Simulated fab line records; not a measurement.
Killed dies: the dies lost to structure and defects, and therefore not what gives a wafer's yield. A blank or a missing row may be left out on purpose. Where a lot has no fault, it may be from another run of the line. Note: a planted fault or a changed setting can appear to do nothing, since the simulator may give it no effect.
fab line records	flow nandHarc	part 1 of 2: steps 1 to 21 of 32
[record] lots = 5	wafers = 15	lastDay = 31
route steps=1302 shown P_M1@315 P_M2@318
lots untouched by any fault: they come from a run of this same line in which no faults occurred
startH: the number of hours between the record's first day and the start of the first shown wafer of the lot	waitH: how many hours have passed since the lot's step before this one	" as in the row above	L1.1+2: a row that stands for several wafers	- no value, or no start given	* or withheld: withheld	< > ~ a bound
route shown NAME@n: names a module that has steps shown in the file, with the first one's number in the route	usual: mean/standard deviation taken from wafers without a fault	same: alike in all rows	chamber/n: place in a boat	sites: readings site by site	_std_site: standard deviation of those values	_edge_site: the outer-site mean with the inner-site mean subtracted	radiusMm: for every site, how far away it sits from the centre of the wafer	mask NAME#n: copy n	behind: the tool/chamber that last shaped the wafer	hold: why the lot went on hold/how many hours it stayed there/how the hold came to an end	device: the transistor (n, p or np) that didn't switch	end of line: tests of these same wafers at the route's end	a step with no rows: only its recipe	killed: not the wafer's yield, but the dies lost to structure and defects at the first sort	map: per-die view of a wafer (x killed, . not killed, _ where there is no die)
set.NAME: the setting that was run; set.NAME@STEP: the one run at that earlier step	model.NAME: the simulator's own value behind a step, which no gauge read
certain route steps with their lots: each step a table, each wafer a row
services: from which hour (startH, from the record's first day; less than 0 if before it) a tool's chamber was out of use, for how many hours, and why
[[steps]]
[step NHARC_P_M1_INSPECT_27]
[usual] rawDefectCount = 330/130
lot.wafer	tool	chamber	startH	waitH	rawDefectCount
L079.1	defectInspect-01	-	184.99	0.0	381
L079.3	"	-	"	"	285
L079.5	"	-	"	"	487
L080.1	defectInspect-02	-	189.43	0.0	294
L080.2	"	-	"	"	267
L080.5	"	-	"	"	245
L087.1	defectInspect-01	-	257.09	0.0	415
L087.2	"	-	"	"	208
L087.4	"	-	"	"	462
L089.1	defectInspect-02	-	279.24	0.0	474
L089.4	"	-	"	"	458
L089.5	"	-	"	"	282
L092.3	defectInspect-02	-	307.53	0.0	270
L092.4	"	-	"	"	321
L092.5	"	-	"	"	500
[step NHARC_P_M1_PRE_CLEAN_32]
[recipe] timeS = 12	tempC = 370	rfPowerW = 300	gas = NH3
[usual] heaterPowerW = 623/87
lot.wafer	tool	chamber	startH	waitH	heaterPowerW
L079.3	pecvd-04	0	185.08	0.1	591
L079.1	"	1	"	"	671
L079.5	"	2	"	"	633
L080.2	pecvd-04	1	189.51	0.1	732
L080.1	"	2	"	"	608
L080.5	"	2	"	"	626
L087.1	pecvd-04	1	257.16	0.1	758
L087.2	"	2	"	"	608
L087.4	"	2	"	"	619
L089.1	pecvd-02	2	279.32	0.1	543
L089.5	"	1	"	"	503
L089.4	"	2	"	"	533
L092.3	pecvd-04	0	307.61	0.1	599
L092.4	"	0	"	"	609
L092.5	"	1	"	"	741
[step NHARC_P_M1_DEP_33]
[recipe] targetThkA = 300	tempC = 370	targetThkNm = 30	pressureTorr = 3	flowSccm = 200	rfW = 450	material = SiCN
[usual] heaterPowerW = 571/97
lot.wafer	tool	chamber	startH	waitH	heaterPowerW
L079.3	pecvd-04	0	185.18	0.1	541
L079.1	"	1	"	"	699
L079.5	"	2	"	"	517
L080.2	pecvd-04	1	189.62	0.1	674
L080.1	"	2	"	"	559
L080.5	"	2	"	"	554
L087.1	pecvd-04	1	257.24	0.1	649
L087.2	"	2	"	"	575
L087.4	"	2	"	"	581
L089.1	pecvd-02	2	279.43	0.1	555
L089.5	"	1	"	"	470
L089.4	"	2	"	"	550
L092.3	pecvd-04	0	307.72	0.1	546
L092.4	"	0	"	"	553
L092.5	"	1	"	"	679
[step NHARC_P_M2_DEP_00]
[recipe] targetThkA = 1825	targetThkNm = 182.5	tempC = withheld	pressureTorr = 5	flowSccm = 200	rfW = 600	material = SiOC
lot.wafer	tool	chamber	startH	waitH
L079.1+3+5	pecvd-02	2,1,0	185.55	-
L080.1+2+5	pecvd-01	1,0,1	189.99	-
L087.2+1+4	pecvd-02	0,2,1	257.65	-
L089.1+4+5	pecvd-01	1,1,2	279.84	-
L092.3+4+5	pecvd-02	1,2,0	308.08	-
[step NHARC_P_M2_DEHYDRATE_01]
[recipe] tempC = 150	timeS = 120
[usual] chillPlateTempC = 23.02/0.098	plateTempC = 150.03/0.13
lot.wafer	tool	chamber	startH	waitH	chillPlateTempC	plateTempC
L079.1	lithoTrack-01	0	185.95	-	22.90	150.06
L079.3	"	0	"	"	22.76	150.16
L079.5	"	0	"	"	22.83	149.88
L080.1	lithoTrack-01	0	190.39	-	23.09	149.98
L080.2	"	0	"	"	23.07	149.80
L080.5	"	0	"	"	23.10	149.82
L087.1	lithoTrack-01	0	258.06	-	23.15	150.14
L087.2	"	0	"	"	23.22	150.33
L087.4	"	0	"	"	22.97	150.21
L089.1	lithoTrack-04	0	280.20	-	23.01	150.07
L089.4	"	0	"	"	22.93	150.12
L089.5	"	0	"	"	22.90	150.03
L092.3	lithoTrack-04	0	308.49	-	22.94	150.04
L092.4	"	0	"	"	22.90	149.91
L092.5	"	0	"	"	22.94	150.02
[step NHARC_P_M2_HMDS_02]
[recipe] timeS = 30
[usual] chillPlateTempC = 23.02/0.1
lot.wafer	tool	chamber	startH	waitH	chillPlateTempC
L079.1	lithoTrack-01	0	-	-	23.15
L079.3	"	0	"	"	23.12
L079.5	"	0	"	"	23.03
L080.1	lithoTrack-01	0	-	-	23.03
L080.2	"	0	"	"	23.16
L080.5	"	0	"	"	23.00
L087.1	lithoTrack-01	0	-	-	22.98
L087.2	"	0	"	"	22.87
L087.4	"	0	"	"	23.06
L089.1	lithoTrack-04	0	-	-	22.94
L089.4	"	0	"	"	22.98
L089.5	"	0	"	"	23.03
L092.3	lithoTrack-04	0	-	-	23.08
L092.4	"	0	"	"	22.80
L092.5	"	0	"	"	22.90
[step NHARC_P_M2_COAT_34]
[recipe] tempC = 200	timeS = 65
[usual] chillPlateTempC = 22.98/0.1	plateTempC = 199.99/0.18
lot.wafer	tool	chamber	startH	waitH	chillPlateTempC	plateTempC
L079.1	lithoTrack-01	0	-	-	23.00	200.06
L079.3	"	0	"	"	22.99	199.95
L079.5	"	0	"	"	23.01	199.75
L080.1	lithoTrack-01	0	-	-	23.06	199.74
L080.2	"	0	"	"	22.99	200.06
L080.5	"	0	"	"	22.92	200.04
L087.1	lithoTrack-01	0	-	-	22.82	199.77
L087.2	"	0	"	"	22.88	200.01
L087.4	"	0	"	"	22.77	200.24
L089.1	lithoTrack-04	0	-	-	22.83	200.05
L089.4	"	0	"	"	22.75	199.98
L089.5	"	0	"	"	22.87	199.96
L092.3	lithoTrack-04	0	-	-	22.95	199.97
L092.4	"	0	"	"	22.99	200.02
L092.5	"	0	"	"	22.99	200.23
[step NHARC_P_M2_COAT_03]
[recipe] spinRpm = 1500	resistThkNm = 90
[usual] chillPlateTempC = 22.99/0.1
lot.wafer	tool	chamber	startH	waitH	chillPlateTempC
L079.1	lithoTrack-01	0	-	-	23.06
L079.3	"	0	"	"	23.09
L079.5	"	0	"	"	23.05
L080.1	lithoTrack-01	0	-	-	23.02
L080.2	"	0	"	"	23.09
L080.5	"	0	"	"	23.16
L087.1	lithoTrack-01	0	-	-	22.92
L087.2	"	0	"	"	23.01
L087.4	"	0	"	"	23.01
L089.1	lithoTrack-04	0	-	-	22.85
L089.4	"	0	"	"	23.00
L089.5	"	0	"	"	23.02
L092.3	lithoTrack-04	0	-	-	23.00
L092.4	"	0	"	"	23.15
L092.5	"	0	"	"	23.05
[step NHARC_P_M2_SOFTBAKE_04]
[recipe] tempC = 105	timeS = 55
[usual] chillPlateTempC = 22.98/0.11	plateTempC = 105.01/0.13
lot.wafer	tool	chamber	startH	waitH	chillPlateTempC	plateTempC
L079.1	lithoTrack-01	0	-	-	23.13	105.22
L079.3	"	0	"	"	22.99	105.06
L079.5	"	0	"	"	23.02	105.04
L080.1	lithoTrack-01	0	-	-	22.94	105.02
L080.2	"	0	"	"	22.81	104.88
L080.5	"	0	"	"	22.83	105.06
L087.1	lithoTrack-01	0	-	-	23.13	105.03
L087.2	"	0	"	"	23.10	105.09
L087.4	"	0	"	"	22.98	105.13
L089.1	lithoTrack-04	0	-	-	23.23	105.20
L089.4	"	0	"	"	23.01	104.98
L089.5	"	0	"	"	23.07	104.92
L092.3	lithoTrack-04	0	-	-	22.82	105.01
L092.4	"	0	"	"	22.97	105.05
L092.5	"	0	"	"	22.69	105.03
[step NHARC_P_M2_EBR_05]
[usual] chillPlateTempC = 22.98/0.094
lot.wafer	tool	chamber	startH	waitH	chillPlateTempC
L079.1	lithoTrack-01	0	-	-	22.99
L079.3	"	0	"	"	22.91
L079.5	"	0	"	"	23.15
L080.1	lithoTrack-01	0	-	-	22.98
L080.2	"	0	"	"	22.96
L080.5	"	0	"	"	22.95
L087.1	lithoTrack-01	0	-	-	22.80
L087.2	"	0	"	"	22.81
L087.4	"	0	"	"	22.82
L089.1	lithoTrack-04	0	-	-	22.98
L089.4	"	0	"	"	23.07
L089.5	"	0	"	"	23.02
L092.3	lithoTrack-04	0	-	-	23.15
L092.4	"	0	"	"	23.12
L092.5	"	0	"	"	23.04
[step NHARC_P_M2_EXPOSE_06]
[recipe] na = 1.35	targetCdNm = 170	doseMj = 80.78	maskId = P_M2
[usual] stageVelMmS = 500.02/0.24
lot.wafer	tool	chamber	startH	waitH	mask	stageVelMmS
L079.1	arfiScanner-02	0	186.24	-	P_M2#0	500.02
L079.3	"	0	"	"	P_M2#0	500.24
L079.5	"	0	"	"	P_M2#0	500.15
L080.1	arfiScanner-01	0	190.68	-	P_M2#0	499.87
L080.2	"	0	"	"	P_M2#0	499.74
L080.5	"	0	"	"	P_M2#0	499.62
L087.1	arfiScanner-01	0	258.22	-	P_M2#0	500.13
L087.2	"	0	"	"	P_M2#0	499.68
L087.4	"	0	"	"	P_M2#0	500.40
L089.1	arfiScanner-02	0	280.49	-	P_M2#0	499.87
L089.4	"	0	"	"	P_M2#0	499.82
L089.5	"	0	"	"	P_M2#0	500.15
L092.3	arfiScanner-03	0	308.79	-	P_M2#0	499.82
L092.4	"	0	"	"	P_M2#0	500.23
L092.5	"	0	"	"	P_M2#0	499.74
[step NHARC_P_M2_PEB_07]
[recipe] pebTempC = 100	pebTimeS = 65
[usual] chillPlateTempC = 23.01/0.11	plateTempC = 100.01/0.11
lot.wafer	tool	chamber	startH	waitH	chillPlateTempC	plateTempC
L079.1	lithoTrack-04	0	186.30	0.1	22.77	100.11
L079.3	"	0	"	"	22.86	99.85
L079.5	"	0	"	"	22.94	100.15
L080.1	lithoTrack-04	0	190.74	0.1	23.10	99.98
L080.2	"	0	"	"	23.00	100.16
L080.5	"	0	"	"	23.21	100.13
L087.1	lithoTrack-06	0	258.28	0.1	22.95	99.99
L087.2	"	0	"	"	23.17	99.94
L087.4	"	0	"	"	23.29	100.08
L089.1	lithoTrack-01	0	280.55	0.1	22.82	100.06
L089.4	"	0	"	"	22.97	99.97
L089.5	"	0	"	"	23.04	100.07
L092.3	lithoTrack-04	0	308.84	0.0	22.93	99.94
L092.4	"	0	"	"	23.04	100.00
L092.5	"	0	"	"	23.15	100.06
[step NHARC_P_M2_DEVELOP_08]
[recipe] developTimeS = 35	devTempC = 23
[usual] chillPlateTempC = 22.99/0.1
lot.wafer	tool	chamber	startH	waitH	chillPlateTempC
L079.1	lithoTrack-04	0	-	-	22.96
L079.3	"	0	"	"	23.13
L079.5	"	0	"	"	23.01
L080.1	lithoTrack-04	0	-	-	23.06
L080.2	"	0	"	"	22.95
L080.5	"	0	"	"	22.81
L087.1	lithoTrack-06	0	-	-	23.05
L087.2	"	0	"	"	22.87
L087.4	"	0	"	"	22.96
L089.1	lithoTrack-01	0	-	-	22.75
L089.4	"	0	"	"	22.89
L089.5	"	0	"	"	22.93
L092.3	lithoTrack-04	0	-	-	22.95
L092.4	"	0	"	"	22.78
L092.5	"	0	"	"	22.94
[step NHARC_P_M2_CD_MEAS_09]
[recipe] targetCdNm = 170	landingEnergyEv = 500
[usual] cdNm = 170.0/0.56
lot.wafer	tool	chamber	startH	waitH	cdNm
L079.1	cdSem-02	0	186.38	-	170.4
L079.3	"	0	"	"	170.4
L079.5	"	0	"	"	170.8
L080.1	cdSem-02	0	190.82	-	170.4
L080.2	"	0	"	"	169.6
L080.5	"	0	"	"	169.7
L087.1	cdSem-03	0	258.36	-	169.8
L087.2	"	0	"	"	169.4
L087.4	"	0	"	"	169.5
L089.1	cdSem-02	0	280.63	-	169.6
L089.4	"	0	"	"	170.3
L089.5	"	0	"	"	169.2
L092.3	cdSem-03	0	308.93	-	170.4
L092.4	"	0	"	"	169.8
L092.5	"	0	"	"	170.5
[step NHARC_P_M2_OVL_MEAS_10]
[recipe] pitchNm = 340
[usual] overlayXNm = -0.3/0.84	overlayYNm = -0.2/0.97
lot.wafer	tool	chamber	startH	waitH	overlayXNm	overlayYNm
L079.1	overlay-02	-	186.47	-	0.3	0.4
L079.3	"	-	"	"	-0.7	-0.2
L079.5	"	-	"	"	-0.3	0.1
L080.1	overlay-01	-	190.91	-	-1.3	-0.7
L080.2	"	-	"	"	-1.5	-1.4
L080.5	"	-	"	"	-1.1	-0.7
L087.1	overlay-02	-	258.45	-	0.0	-0.4
L087.2	"	-	"	"	-0.2	-0.4
L087.4	"	-	"	"	-0.5	-0.6
L089.1	overlay-01	-	280.72	-	-1.2	0.6
L089.4	"	-	"	"	-0.8	0.3
L089.5	"	-	"	"	-0.8	0.9
L092.3	overlay-02	-	309.01	-	-0.1	-0.5
L092.4	"	-	"	"	0.0	-0.4
L092.5	"	-	"	"	-0.1	-0.8
[step NHARC_P_M2_INSPECT_11]
[usual] rawDefectCount = 4.9/2.9
lot.wafer	tool	chamber	startH	waitH	rawDefectCount
L079.1	defectInspect-01	-	186.51	0.0	2
L079.3	"	-	"	"	6
L079.5	"	-	"	"	4
L080.1	defectInspect-01	-	190.95	0.0	4
L080.2	"	-	"	"	3
L080.5	"	-	"	"	2
L087.1	defectInspect-02	-	258.49	0.0	4
L087.2	"	-	"	"	5
L087.4	"	-	"	"	9
L089.1	defectInspect-01	-	280.76	0.0	4
L089.4	"	-	"	"	2
L089.5	"	-	"	"	1
L092.3	defectInspect-01	-	309.05	0.0	5
L092.4	"	-	"	"	8
L092.5	"	-	"	"	6
[step NHARC_P_M2_DESCUM_14]
[recipe] timeS = 3	o2FlowSccm = 200	arFlowSccm = 0	biasPowerW = 0	chemistry = O2
[usual] drypumpMotorCurrentA = 5.7/0.36	oesProductAu = 1.001/0.011	rfVppV = 58.1/0.78	showerheadPlenumPTorr = 1.96/0.064	throttleValvePct = 11.310/0.0088
lot.wafer	tool	chamber	startH	waitH	drypumpMotorCurrentA	oesProductAu	rfHoursCounterH	rfVppV	showerheadPlenumPTorr	throttleValvePct
L079.1	rieDiel-01	0	186.57	0.1	5.0	1.000	6.4	58.5	1.97	11.299
L079.3	"	1	"	"	5.3	1.003	7.1	59.0	1.89	11.319
L079.5	"	0	"	"	5.0	0.999	-	58.1	1.97	11.295
L080.1	rieDiel-01	2	191.02	0.1	5.8	1.018	6.3	59.1	2.01	11.309
L080.2	"	3	"	"	5.6	1.006	7.6	59.3	1.90	11.317
L080.5	"	1	"	"	5.3	0.997	-	58.5	1.89	11.305
L087.2	rieDiel-01	3	258.55	0.1	5.6	1.008	1.5	56.4	1.89	11.305
L087.1	"	1	"	"	5.3	1.004	1.8	59.9	1.89	11.304
L087.4	"	2	"	"	5.8	1.005	1.9	57.9	2.01	11.307
L089.1	rieDiel-03	0	280.83	0.1	5.5	0.994	5.1	57.1	1.85	11.311
L089.4	"	2	"	"	6.0	1.011	9.2	58.3	2.06	11.306
L089.5	"	0	"	"	5.5	0.993	-	58.2	1.85	11.315
L092.3	rieDiel-01	2	309.12	0.1	5.9	1.005	4.5	57.8	2.00	11.332
L092.4	"	3	"	"	5.6	0.994	4.6	57.9	1.89	11.307
L092.5	"	1	"	"	5.3	1.025	-	58.3	1.89	11.312
[step NHARC_P_M2_ETCH_35]
[recipe] targetDepthA = 400	overetchA = 120	timeS = 43.94	ionEnergyEv = 200	n2FlowSccm = 150	h2FlowSccm = 150	arFlowSccm = 0	rfW = 400	biasW = 150	chemistry = N2/H2
[usual] drypumpMotorCurrentA = 5.7/0.34	h2FlowSccm = 150.0/0.44	oesProductAu = 1.003/0.011	rfVppV = 431.7/2	showerheadPlenumPTorr = 2.08/0.071	throttleValvePct = 14.172/0.0092
lot.wafer	tool	chamber	startH	waitH	drypumpMotorCurrentA	h2FlowSccm	oesProductAu	rfHoursCounterH	rfVppV	showerheadPlenumPTorr	throttleValvePct
L079.1	rieDiel-01	1	186.66	0.1	5.3	150.0	1.011	7.1	430.6	2.01	14.187
L079.3	"	2	"	"	5.9	149.9	1.024	6.2	434.2	2.14	14.175
L079.5	"	2	"	"	5.8	150.1	1.016	-	433.9	2.14	14.154
L080.1	rieDiel-01	2	191.10	0.1	5.8	151.0	1.035	6.3	433.2	2.14	14.168
L080.2	"	0	"	"	5.0	150.3	1.013	6.5	432.6	2.10	14.184
L080.5	"	2	"	"	5.9	150.6	1.023	-	434.3	2.14	14.166
L087.1	rieDiel-01	2	258.63	0.1	5.9	150.5	1.007	1.9	432.8	2.14	14.180
L087.4	"	0	"	"	5.0	150.5	1.017	1.4	432.3	2.10	14.173
L087.2	"	1	"	"	5.3	149.4	1.010	1.8	429.7	2.01	14.153
L089.1	rieDiel-03	3	280.90	0.1	5.6	150.1	1.000	9.3	430.7	2.02	14.188
L089.4	"	2	"	"	6.0	149.8	1.004	9.2	434.2	2.20	14.157
L089.5	"	0	"	"	5.5	148.7	1.016	-	430.2	1.97	14.172
L092.3	rieDiel-01	0	309.20	0.1	5.0	148.8	1.015	4.4	433.4	2.10	14.170
L092.4	"	1	"	"	5.3	150.0	1.018	4.3	429.6	2.01	14.166
L092.5	"	3	"	"	5.6	149.7	1.006	-	430.1	2.02	14.178
[step NHARC_P_M2_ETCH_15]
[recipe] targetDepthA = 1825	timeS = 91.2	c4f8FlowSccm = withheld	arFlowSccm = 400	rfW = 600	biasW = 300	chemistry = C4F8/Ar
[usual] oesProductAu = 0.932/0.017	rfVppV = 442.1/2.2
lot.wafer	tool	chamber	startH	waitH	oesProductAu	rfHoursCounterH	rfVppV
L079.3	rieDiel-01	2	-	-	0.943	6.2	443.7
L079.1	"	3	"	"	0.929	7.6	440.0
L079.5	"	0	"	"	0.923	-	442.7
L080.1	rieDiel-01	2	-	-	0.939	6.3	442.8
L080.2	"	1	"	"	0.933	7.3	441.1
L080.5	"	3	"	"	0.930	-	442.1
L087.2	rieDiel-01	1	-	-	0.928	1.8	439.5
L087.4	"	2	"	"	0.930	1.9	445.0
L087.1	"	3	"	"	0.923	1.5	441.1
L089.1	rieDiel-03	3	-	-	0.926	9.4	441.4
L089.4	"	2	"	"	0.930	9.2	444.2
L089.5	"	0	"	"	0.926	-	438.4
L092.4	rieDiel-01	2	-	-	0.930	4.6	445.3
L092.3	"	0	"	"	0.931	4.4	442.9
L092.5	"	2	"	"	0.931	-	444.5
[step NHARC_P_M2_CD_MEAS_16]
[usual] cdNm = 169.9/0.68
lot.wafer	tool	chamber	startH	waitH	cdNm
L079.1	cdSem-03	-	186.88	-	169.7
L079.3	"	-	"	"	170.4
L079.5	"	-	"	"	170.0
L080.1	cdSem-01	-	191.31	-	169.6
L080.2	"	-	"	"	169.7
L080.5	"	-	"	"	169.4
L087.1	cdSem-02	-	258.86	-	170.0
L087.2	"	-	"	"	169.3
L087.4	"	-	"	"	169.1
L089.1	cdSem-01	-	281.12	-	169.3
L089.4	"	-	"	"	168.9
L089.5	"	-	"	"	168.6
L092.3	cdSem-01	-	309.42	-	170.5
L092.4	"	-	"	"	170.7
L092.5	"	-	"	"	170.3
[step NHARC_P_M2_STRIP_18]
[recipe] powerW = 1000	n2FlowSccm = 150	h2FlowSccm = 150	arFlowSccm = 0	biasW = 0	chemistry = N2/H2
[usual] drypumpMotorCurrentA = 5.7/0.4	h2FlowSccm = 150.0/0.44	oesProductAu = 1.000/0.01	rfVppV = 91.0/0.84	showerheadPlenumPTorr = 2.09/0.061	throttleValvePct = 14.170/0.0095
lot.wafer	tool	chamber	startH	waitH	drypumpMotorCurrentA	h2FlowSccm	oesProductAu	rfHoursCounterH	rfVppV	showerheadPlenumPTorr	throttleValvePct
L079.3	rieDiel-03	3	186.98	0.1	5.7	149.5	1.008	5.3	90.3	2.02	14.167
L079.1	"	0	"	"	5.5	150.1	0.983	2.3	90.1	1.97	14.179
L079.5	"	3	"	"	5.7	149.3	1.011	-	90.5	2.02	14.171
L080.1	rieDiel-03	0	191.44	0.1	5.5	149.4	1.003	2.5	90.3	1.98	14.166
L080.2	"	1	"	"	6.0	150.2	1.000	4.0	91.0	2.14	14.163
L080.5	"	2	"	"	6.0	149.8	1.009	-	91.7	2.20	14.162
L087.1	rieDiel-06	1	258.93	0.1	6.2	150.2	0.998	6.0	88.9	2.11	14.173
L087.4	"	3	"	"	5.8	149.7	0.999	5.7	90.6	2.10	14.163
L087.2	"	0	"	"	6.3	150.3	1.005	5.9	90.7	2.11	14.177
L089.1	rieDiel-06	0	281.22	0.1	6.3	149.7	1.017	6.5	91.6	2.11	14.174
L089.4	"	1	"	"	6.2	149.7	0.988	6.8	90.7	2.11	14.156
L089.5	"	3	"	"	5.8	149.9	0.988	-	89.5	2.10	14.166
L092.4	rieDiel-03	0	309.54	0.1	5.5	149.7	0.994	0.3	92.2	1.97	14.150
L092.3	"	1	"	"	6.0	149.8	1.000	0.3	92.6	2.14	14.150
L092.5	"	3	"	"	5.7	150.0	0.995	-	90.4	2.02	14.138
